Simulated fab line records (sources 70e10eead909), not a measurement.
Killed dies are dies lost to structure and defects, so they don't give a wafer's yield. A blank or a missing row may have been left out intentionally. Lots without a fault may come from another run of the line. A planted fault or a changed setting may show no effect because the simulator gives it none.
Matching of chambers + flow nand-harc + NHARC_A_STAIRCASE_DEP_156 on pecvd-02: 3 sister chambers
The step deposits SiNx, target thk 50 nm. 6 wafers are shown with their chamber, then 12 later ones without.

WAFERS, EACH WITH ITS CHAMBER
| wafer  | chamber | showerhead-vpp-V (V) | heater-power-w (W) |
|--------|---------|----------------------|--------------------|
| L084.5 | 1       | 1218                 | 675                |
| L086.1 | 1       | 1201                 | 732                |
| L086.2 | 2       | 1443                 | 668                |
| L088.2 | 0       | 1440                 | 756                |
| L088.3 | 2       | 1443                 | 593                |
| L088.6 | 0       | 1471                 | 742                |

WAFERS MISSING THEIR CHAMBER
| wafer  | showerhead-vpp-V (V) | heater-power-w (W) |
|--------|----------------------|--------------------|
| L090.1 | 1430                 | 754                |
| L090.2 | 1436                 | 644                |
| L090.3 | 1221                 | 809                |
| L089.2 | 1429                 | 649                |
| L089.4 | 1429                 | 801                |
| L089.6 | 1227                 | 784                |
| L092.1 | 1427                 | 645                |
| L092.2 | 1450                 | 807                |
| L092.4 | 1205                 | 705                |
| L093.4 | 1421                 | 552                |
| L093.5 | 1229                 | 799                |
| L093.6 | 1408                 | 682                |

EACH ONE'S CHAMBER
| wafer  | from the rows above     | in truth |
|--------|-------------------------|----------|
| L090.1 | can't be placed: 0 or 2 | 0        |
| L090.2 | 2                       | 2        |
| L090.3 | 1                       | 1        |
| L089.2 | 2                       | 2        |
| L089.4 | 0                       | 0        |
| L089.6 | 1                       | 1        |
| L092.1 | 2                       | 2        |
| L092.2 | 0                       | 0        |
| L092.4 | 1                       | 1        |
| L093.4 | 2                       | 2        |
| L093.5 | 1                       | 1        |
| L093.6 | can't be placed: 2 or 0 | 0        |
Correct placement for 10 of the 12. Can't be placed from these rows: 2 (the true chamber is among the candidates in 2). Wrongly placed: 0.
How it was worked out, from the rows above alone: a wafer's distance from a chamber is the root of the sum, over the readings, of the square of ((its reading less the chamber's mean) divided by the reading's scatter). If the next closest chamber is less than 2 further off than the closest, the wafer can't be placed; otherwise it belongs to the closest. Each chamber's mean is taken over the wafers shown for it. The scatter: the root of (the sum of the squares of (reading less its chamber's mean) over the shown wafers, divided by (wafers less chambers)).
